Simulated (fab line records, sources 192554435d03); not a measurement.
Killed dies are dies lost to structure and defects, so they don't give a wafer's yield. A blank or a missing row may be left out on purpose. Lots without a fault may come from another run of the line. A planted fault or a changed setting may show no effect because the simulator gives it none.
fab line records | flow n5_finfet
record lots=9 wafers=27 last_day=18
route steps=1938 shown BEOL_M2@890 BEOL_M4@1111
lots that met no fault: from a run of the same line without faults
start_h: hours from the record's first day to the start of the lot's first wafer shown | wait_h: hours since the lot's step before | " the same as in the row above | L1.1+2: a row that stands for several wafers | - no value, or no start given | * or withheld: withheld | < > ~ a bound
route shown NAME@n: a module of which the file shows steps, and the number in the route of the first | usual: mean/standard deviation of fault-free wafers | same: alike in all rows | chamber/n: place in a boat | sites: the reading at each site | _std_site: their standard deviation | _edge_site: outer sites' mean less inner sites' | radius_mm: how far each site lies from the wafer's centre | mask NAME#n: copy n | behind: the tool/chamber that last shaped the wafer | hold: why the lot was held/for how many hours/how that ended | device: the transistor (n, p or np) that didn't switch | end of line: the same wafers' tests at the end of the route | a step without rows: its recipe alone | killed: dies lost to structure and defects at the first sort, not the wafer's yield | map: a wafer's dies, x killed, . not, _ none there
set.NAME: the setting as run; set.NAME@STEP: as run at that earlier step | model.NAME: the simulator's own value behind a step, which no gauge read
steps of the route over a sample of lots; a table a step, a row a wafer
services: from which hour (start_h, from the record's first day; less than 0 if before it) a tool's chamber was out of use, for how many hours, and why
## steps
# step N5_BEOL_M2_TRENCH_ETCH_37
# recipe chemistry=C4F6/O2 target_depth_a=555.55 target=SiOC time_s=29.2 ion_energy_ev=250 pressure_mtorr=30 source_w=355 bias_w=185 Ar_flow_sccm=300 C4F6_flow_sccm=10 O2_flow_sccm=10
# usual C4F6_flow_sccm=10.00/0.031 drypump_motor_current_A=5.8/0.35 oes_product_au=0.79/0.077 rf_fwd_power_W=349.7/1.8 rf_vpp_V=666/6.7 showerhead_plenum_p_Torr=2.82/0.094 throttle_valve_pct=20.85/0.27
# columns lot.wafer tool chamber start_h wait_h C4F6_flow_sccm drypump_motor_current_A oes_product_au rf_fwd_power_W rf_hours_counter_h rf_vpp_V showerhead_plenum_p_Torr throttle_valve_pct
L206.1 rie_diel-01 1 158.09 - 9.98 6.0 0.69 349.0 222 666 2.81 20.84
L206.5 " 3 " " 10.00 5.8 0.79 348.7 - 661 2.75 21.00
L206.6 " 2 " " 10.00 6.2 0.71 351.7 - 667 2.83 20.77
L208.1 rie_diel-03 3 160.19 - 10.02 5.9 0.77 350.3 159 657 2.74 21.06
L208.5 " 0 " " 9.97 5.1 0.67 347.5 - 676 2.79 21.05
L208.6 " 2 " " 10.03 5.5 0.77 353.6 - 668 2.96 21.16
L210.2 rie_diel-04 3 168.43 - 10.02 5.7 0.85 352.4 35 678 3.03 21.00
L210.3 " 0 " " 9.98 5.5 0.86 348.3 69 657 2.77 20.51
L210.4 " 3 " " 9.97 5.7 0.85 351.0 - 678 3.03 21.01
L215.1 rie_diel-01 2 220.80 - 9.95 6.2 0.69 352.8 221 666 2.82 20.80
L215.4 " 1 " " 9.96 5.9 0.67 350.2 242 666 2.80 20.87
L215.5 " 0 " " 9.96 6.0 0.80 348.0 - 668 2.74 20.46
L216.1 rie_diel-03 0 225.42 - 10.03 5.1 0.92 349.1 17 676 2.78 20.69
L216.4 " 3 " " 9.99 5.9 0.72 286.4 - 726 2.73 21.10
L216.6 " 1 " " 10.02 6.3 0.91 349.3 - 658 2.79 20.46
L223.1 rie_diel-01 3 253.21 - 9.98 5.7 0.76 348.2 149 662 2.73 21.05
L223.2 " 0 " " 9.99 6.1 0.80 350.1 127 668 2.73 20.48
L223.3 " 2 " " 10.00 6.2 0.69 352.1 235 668 2.81 20.82
L225.1 rie_diel-04 1 261.98 - 10.01 6.2 0.82 346.9 61 676 3.02 20.93
L225.4 " 3 " " 9.96 5.7 0.80 352.8 65 679 3.01 21.05
L225.6 " 2 " " 10.01 5.6 0.72 347.9 - 665 2.93 21.31
L226.2 rie_diel-01 0 266.80 - 10.02 6.1 0.79 349.4 133 667 2.73 20.50
L226.3 " 1 " " 10.02 5.9 0.96 347.8 3 666 2.79 20.50
L226.6 " 0 " " 9.98 6.1 0.78 346.7 - 668 2.73 20.50
L228.1 rie_diel-01 0 297.08 - 9.96 6.1 0.77 349.1 145 669 2.72 20.51
L228.4 " 0 " " 10.05 6.1 0.77 349.7 - 668 2.72 20.55
L228.6 " 1 " " 9.98 6.0 0.92 350.8 - 667 2.79 20.53
# step N5_BEOL_M2_ETCH_41
# recipe chemistry=CH3F/O2 target=SiCN target_depth_a=299 taper_deg=2 time_s=52.5 ion_energy_ev=120 mask_material=TiN pressure_mtorr=30 source_w=395 bias_w=75 Ar_flow_sccm=150 CH3F_flow_sccm=30 O2_flow_sccm=20
# usual drypump_motor_current_A=5.8/0.35 oes_product_au=0.79/0.078 rf_fwd_power_W=390.7/1.6 rf_vpp_V=296.9/1.5 showerhead_plenum_p_Torr=1.98/0.068 throttle_valve_pct=16.31/0.26
# columns lot.wafer tool chamber start_h wait_h drypump_motor_current_A oes_product_au rf_fwd_power_W rf_hours_counter_h rf_vpp_V showerhead_plenum_p_Torr throttle_valve_pct
L206.1 rie_diel-01 1 - - 5.9 0.68 393.3 223 296.8 1.97 16.39
L206.5 " 3 " " 5.7 0.78 389.6 - 296.6 1.93 16.45
L206.6 " 2 " " 6.2 0.71 390.3 - 297.0 1.99 16.27
L208.1 rie_diel-03 3 - - 5.9 0.76 389.2 159 296.8 1.92 16.52
L208.5 " 0 " " 5.1 0.67 391.0 - 297.7 1.96 16.58
L208.6 " 2 " " 5.5 0.77 390.2 - 298.9 2.08 16.62
L210.2 rie_diel-04 3 - - 5.7 0.85 393.8 35 300.7 2.13 16.39
L210.3 " 0 " " 5.5 0.85 391.7 69 296.9 1.95 15.95
L210.4 " 3 " " 5.6 0.85 393.8 - 300.4 2.13 16.38
L215.1 rie_diel-01 2 - - 6.2 0.70 392.0 221 298.5 1.98 16.32
L215.4 " 1 " " 6.0 0.67 388.5 242 295.2 1.97 16.42
L215.5 " 0 " " 6.1 0.81 390.5 - 296.9 1.92 15.98
L216.1 rie_diel-03 0 - - 5.1 0.91 389.3 17 296.4 1.95 16.13
L216.4 " 3 " " 5.9 0.75 390.1 - 294.9 1.91 16.56
L216.6 " 1 " " 6.3 0.91 392.1 - 296.0 1.96 15.90
L223.1 rie_diel-01 3 - - 5.7 0.77 387.4 149 296.0 1.92 16.49
L223.2 " 0 " " 6.1 0.79 392.0 127 295.2 1.92 15.99
L223.3 " 2 " " 6.2 0.68 390.5 235 295.9 1.98 16.34
L225.1 rie_diel-04 1 - - 6.2 0.82 387.3 61 300.3 2.12 16.31
L225.4 " 3 " " 5.7 0.80 390.9 65 298.7 2.12 16.45
L225.6 " 2 " " 5.6 0.73 388.8 - 299.9 2.06 16.79
L226.2 rie_diel-01 0 - - 6.0 0.79 391.0 133 296.6 1.92 16.00
L226.3 " 1 " " 5.9 0.97 390.8 3 296.7 1.96 15.96
L226.6 " 0 " " 6.1 0.79 388.8 - 297.6 1.92 16.03
L228.1 rie_diel-01 0 - - 6.0 0.78 390.5 145 295.5 1.91 16.04
L228.4 " 0 " " 6.0 0.77 390.1 - 296.8 1.91 16.05
L228.6 " 1 " " 6.0 0.93 391.3 - 295.8 1.96 15.98
# step N5_BEOL_M2_OCD_MEAS_38
# usual trench_depth_nm=55.5/0.87
# columns lot.wafer tool chamber start_h wait_h trench_depth_nm
L206.1 ocd-01 - 158.24 - 55.3
L206.5 " - " " 56.7
L206.6 " - " " 54.4
L208.1 ocd-02 - 160.34 - 55.3
L208.5 " - " " 54.2
L208.6 " - " " 55.5
L210.2 ocd-01 - 168.58 - 55.4
L210.3 " - " " 57.4
L210.4 " - " " 55.8
L215.1 ocd-02 - 220.96 - 54.0
L215.4 " - " " 55.5
L215.5 " - " " 54.8
L216.1 ocd-01 - 225.58 - 57.1
L216.4 " - " " 51.3
L216.6 " - " " 56.3
L223.1 ocd-02 - 253.36 - 56.2
L223.2 " - " " 54.9
L223.3 " - " " 53.8
L225.1 ocd-02 - 262.13 - 55.0
L225.4 " - " " 54.5
L225.6 " - " " 54.6
L226.2 ocd-02 - 266.95 - 55.5
L226.3 " - " " 56.9
L226.6 " - " " 54.8
L228.1 ocd-01 - 297.24 - 54.6
L228.4 " - " " 55.5
L228.6 " - " " 56.6
# step N5_BEOL_M2_ALD_84
# recipe material=TaN target_thk_a=* temp_c=275 ald_precursor_family=PDMAT ald_co_reactant=NH3 pressure_torr=3 carrier_flow_sccm=1500 pulse_time_s=2 purge_time_s=3 co_reactant_purge_time_s=2 co_reactant_pulse_time_s=3 ald_cycles=30 precursor_vessel_temp_c=75 precursor_vessel_pressure_torr=26.25 precursor_vessel_carrier_sccm=1000
# usual heater_power_w=403/41
# columns lot.wafer tool chamber start_h wait_h heater_power_w
L206.1 ald_metal-02 3 159.52 0.0 377
L206.5 " 3 " " 364
L206.6 " 0 " " 376
L208.1 ald_metal-03 2 160.82 0.0 405
L208.5 " 0 " " 336
L208.6 " 3 " " 452
L210.2 ald_metal-02 0 169.16 0.0 395
L210.3 " 2 " " 394
L210.4 " 0 " " 385
L215.1 ald_metal-04 3 221.64 0.1 421
L215.4 " 2 " " 362
L215.5 " 3 " " 406
L216.1 ald_metal-02 1 226.20 0.1 403
L216.4 " 0 " " 391
L216.6 " 2 " " 393
L223.1 ald_metal-02 3 253.70 0.0 380
L223.2 " 0 " " 386
L223.3 " 1 " " 433
L225.1 ald_metal-04 2 262.99 0.1 366
L225.4 " 0 " " 381
L225.6 " 1 " " 449
L226.2 ald_metal-02 1 270.49 0.3 409
L226.3 " 3 " " 377
L226.6 " 1 " " 412
L228.1 ald_metal-03 2 298.02 0.2 394
L228.4 " 1 " " 491
L228.6 " 2 " " 403
# step N5_BEOL_M2_SURFACE_TREAT_85
# recipe gas=Ar time_s=* ion_energy_ev=* ion_current_ma_cm2=0.5 pressure_mtorr=* ar_flow_sccm=30
# usual throttle_valve_pct=*
# columns lot.wafer tool chamber start_h wait_h throttle_valve_pct
L206.1 pvd_sputter-01 - 159.82 0.2 *
L206.5 " - " " *
L206.6 " - " " *
L208.1 pvd_sputter-02 - 161.27 0.4 *
L208.5 " - " " *
L208.6 " - " " *
L210.2 pvd_sputter-03 - 169.62 0.4 *
L210.3 " - " " *
L210.4 " - " " *
L215.1 pvd_sputter-01 - 223.49 1.7 *
L215.4 " - " " *
L215.5 " - " " *
L216.1 pvd_sputter-02 - 226.47 0.2 *
L216.4 " - " " *
L216.6 " - " " *
L223.1 pvd_sputter-01 - 254.02 0.2 *
L223.2 " - " " *
L223.3 " - " " *
L225.1 pvd_sputter-01 - 263.43 0.3 *
L225.4 " - " " *
L225.6 " - " " *
L226.2 pvd_sputter-03 - 270.90 0.3 *
L226.3 " - " " *
L226.6 " - " " *
L228.1 pvd_sputter-02 - 298.46 0.3 *
L228.4 " - " " *
L228.6 " - " " *
# step N5_BEOL_M4_RC_MEAS_101
# usual DIBL_N=36.3/1.6 DIBL_P=36.5/1.6 IOFF_N=0.163/0.026 IOFF_P=0.22/0.033 ION_N=676/9.9 ION_P=464/6.5 SS_N=71.5/0.5 SS_P=73.3/0.64 VT_N=249.3/2.9 VT_P=-250/3.2
# columns lot.wafer tool chamber start_h wait_h DIBL_N[mV/V] DIBL_P[mV/V] IOFF_N[nA/um] IOFF_P[nA/um] ION_N[uA/um] ION_P[uA/um] SS_N[mV/dec] SS_P[mV/dec] VT_N[mV] VT_P[mV]
L206.1 prober-01 0 193.13 0.0 37.5 36.8 0.167 0.23 666 457 71.6 74.2 248.8 -249
L206.5 " 0 " " 38.1 38.0 0.175 0.25 671 462 71.3 73.7 248.0 -244
L206.6 " 0 " " 38.2 38.0 0.187 0.26 680 468 72.5 74.3 248.9 -246
L208.1 prober-01 0 200.16 0.0 34.8 36.6 0.169 0.20 691 466 71.5 73.7 249.6 -250
L208.5 " 0 " " 33.5 34.8 0.140 0.17 672 467 71.0 72.9 250.4 -251
L208.6 " 0 " " 34.9 36.3 0.165 0.20 692 471 70.9 74.6 247.7 -251
L210.2 prober-02 0 208.37 0.2 36.9 37.9 0.179 0.22 673 463 71.6 74.8 245.1 -251
L210.3 " 0 " " 37.0 38.1 0.182 0.22 688 466 71.7 73.9 246.4 -250
L210.4 " 0 " " 35.6 36.5 0.160 0.20 697 464 70.8 74.3 248.8 -253
L215.1 prober-02 0 254.38 0.0 35.7 36.2 0.166 0.22 674 464 71.5 73.8 249.9 -248
L215.4 " 0 " " 36.0 36.5 0.165 0.22 677 463 70.5 73.2 250.0 -248
L215.5 " 0 " " 35.3 35.6 0.152 0.21 667 458 71.2 73.4 250.9 -249
L216.1 prober-01 0 257.76 0.0 35.7 35.7 0.159 0.22 679 465 71.2 73.0 248.4 -249
L216.4 " 0 " " 33.8 33.9 0.133 0.20 664 467 70.5 72.6 249.7 -249
L216.6 " 0 " " 35.4 36.0 0.158 0.23 672 460 71.8 73.0 250.1 -248
L223.1 prober-01 0 282.61 0.0 37.5 35.8 0.166 0.21 678 463 71.2 73.0 249.6 -249
L223.2 " 0 " " 35.4 34.7 0.140 0.20 668 462 71.3 72.8 248.2 -251
L223.3 " 0 " " 36.4 35.1 0.143 0.20 668 460 71.1 72.6 247.9 -252
L225.1 prober-01 0 304.18 0.0 38.4 42.3 0.213 0.29 685 470 72.8 74.2 246.6 -245
L225.4 " 0 " " 35.0 37.9 0.145 0.21 680 470 70.8 72.1 248.1 -250
L225.6 " 0 " " 35.9 38.6 0.164 0.23 682 471 71.5 72.9 250.8 -249
L226.2 prober-01 0 309.38 0.2 35.9 35.8 0.146 0.20 667 459 71.0 73.1 253.6 -251
L226.3 " 0 " " 35.8 36.3 0.143 0.20 671 467 71.2 73.1 250.4 -253
L226.6 " 0 " " 35.9 36.1 0.152 0.20 675 462 71.4 72.5 251.3 -254
L228.1 prober-01 0 320.48 0.0 36.3 35.8 0.173 0.24 681 463 71.5 73.2 246.1 -246
L228.4 " 0 " " 36.5 35.5 0.165 0.23 671 462 72.0 74.0 247.7 -246
L228.6 " 0 " " 38.5 39.0 0.217 0.30 696 473 72.0 74.1 243.8 -245
## services
# columns tool chamber start_h hours kind
ald_metal-04 - 137.18 6.0 pm
pvd_sputter-02 - 137.70 5.1 repair
rie_diel-04 1 154.12 31.9 repair
ald_metal-03 - 158.20 0.9 repair
ald_metal-02 1 167.20 16.6 repair
ald_metal-04 3 169.42 2.5 repair
ald_metal-04 - 190.79 0.3 repair
rie_diel-01 1 203.47 7.2 repair
rie_diel-04 1 209.09 6.8 repair
ald_metal-03 - 210.19 8.7 pm
rie_diel-03 2 212.85 15.3 repair
rie_diel-04 - 240.08 14.6 pm
rie_diel-01 1 244.09 - clean
rie_diel-01 1 244.09 - consumable_replace:focus_ring
rie_diel-01 1 244.09 13.9 scheduled_down
rie_diel-01 1 244.09 13.9 vent_cycle
ald_metal-02 0 267.52 25.1 repair
pvd_sputter-03 - 271.86 1.3 repair
rie_diel-01 2 290.57 - clean
rie_diel-01 2 290.57 - consumable_replace:focus_ring
rie_diel-01 2 290.57 21.6 scheduled_down
rie_diel-01 2 290.57 21.6 vent_cycle
ald_metal-03 2 290.71 5.9 repair
ald_metal-03 - 298.34 1.1 repair
## key
first_sign step=N5_BEOL_M2_TRENCH_ETCH_37 reading=rf_fwd_power_W direction=down sigmas=35 usual=* struck=*
effect step=N5_BEOL_M2_TRENCH_ETCH_37 reading=rf_vpp_V direction=up sigmas=9 usual=666 struck=726
effect step=N5_BEOL_M2_OCD_MEAS_38 reading=trench_depth_nm direction=down sigmas=4.9 usual=55.5 struck=51.3
met_at N5_BEOL_M2_TRENCH_ETCH_37
struck_lots L216
struck_wafers L216.4
not_acting_at N5_BEOL_M2_ETCH_41,N5_BEOL_M2_ALD_84,N5_BEOL_M2_SURFACE_TREAT_85
onset_between 160.19 225.42
fault kind=process_parameter_drift tool=rie_diel-03 chamber=3 onset_h=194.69 steps=N5_BEOL_M2_TRENCH_ETCH_37 channel=source_w offset=-63.9 shape=step end_h=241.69 acts_in=these_recipes_only stated=355
